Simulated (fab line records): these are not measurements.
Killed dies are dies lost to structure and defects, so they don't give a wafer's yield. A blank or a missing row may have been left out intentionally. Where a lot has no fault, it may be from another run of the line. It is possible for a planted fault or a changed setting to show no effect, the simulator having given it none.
Chamber matching	flow nand_harc	4 sister chambers for NHARC_A_STAIRCASE_ETCH_169 on rie_diel-02
The step etches the open film in CH3F/O2, target depth 50 nm, time 107.1 s. 16 wafers are shown with their chamber, then 8 later ones without.

== WAFERS WITH THEIR CHAMBER ==
wafer	chamber	drypump_motor_current_A (A)	showerhead_plenum_p_Torr (Torr)	rf_vpp_V (V)
L752.1	1	6.01	2.43	244.7
L752.4	3	5.67	2.49	245.7
L752.6	0	5.11	2.28	241.3
L754.1	3	5.66	2.49	245.1
L754.2	2	5.81	2.32	242.3
L754.6	0	5.12	2.28	241.5
L759.2	2	5.89	2.31	242.3
L759.4	1	6.00	2.43	243.6
L759.6	0	5.11	2.28	243.3
L763.3	2	5.83	2.31	243.6
L763.4	3	5.66	2.48	244.1
L763.6	2	5.81	2.31	242.9
L767.1	2	5.84	2.31	242.3
L767.2	0	5.11	2.66	247.6
L767.5	0	5.09	2.66	247.0
L768.1	3	5.67	2.47	244.5

SIGNATURES (means of the wafers above)
reading	chamber 0	chamber 1	chamber 2	chamber 3	scatter within a chamber
drypump_motor_current_A	5.1080	6.0050	5.8360	5.6650	0.0203
showerhead_plenum_p_Torr	2.4320	2.4300	2.3120	2.4825	0.12
rf_vpp_V	244.140	244.150	242.680	244.850	1.81
Rule: a wafer's distance from a chamber is the root of the sum, over the readings, of the square of ((its reading less the chamber's mean) divided by the reading's scatter). If the next closest chamber is less than 2 further off than the closest, the wafer can't be placed; otherwise it belongs to the closest. The scatter is the square root of a quotient: the sum, over the shown wafers, of each reading's squared deviation from its chamber's mean, divided by wafers minus chambers.

== WAFERS WITHOUT THEIR CHAMBER ==
wafer	drypump_motor_current_A (A)	showerhead_plenum_p_Torr (Torr)	rf_vpp_V (V)
L768.2	6.01	2.42	243.5
L768.3	5.87	2.30	242.1
L769.2	6.02	2.42	244.6
L769.5	5.09	2.66	247.7
L769.6	6.01	2.42	242.5
L771.1	5.65	2.47	243.8
L771.5	5.86	2.30	240.7
L771.6	5.99	2.42	243.0

== WHICH CHAMBER EACH WENT THROUGH ==
wafer	from the rows above	in truth
L768.2	1	1
L768.3	2	2
L769.2	1	1
L769.5	0	0
L769.6	1	1
L771.1	3	3
L771.5	2	2
L771.6	1	1
Correctly placed: 8 of 8. Left unplaced by these rows: 0. Placed wrongly: 0.
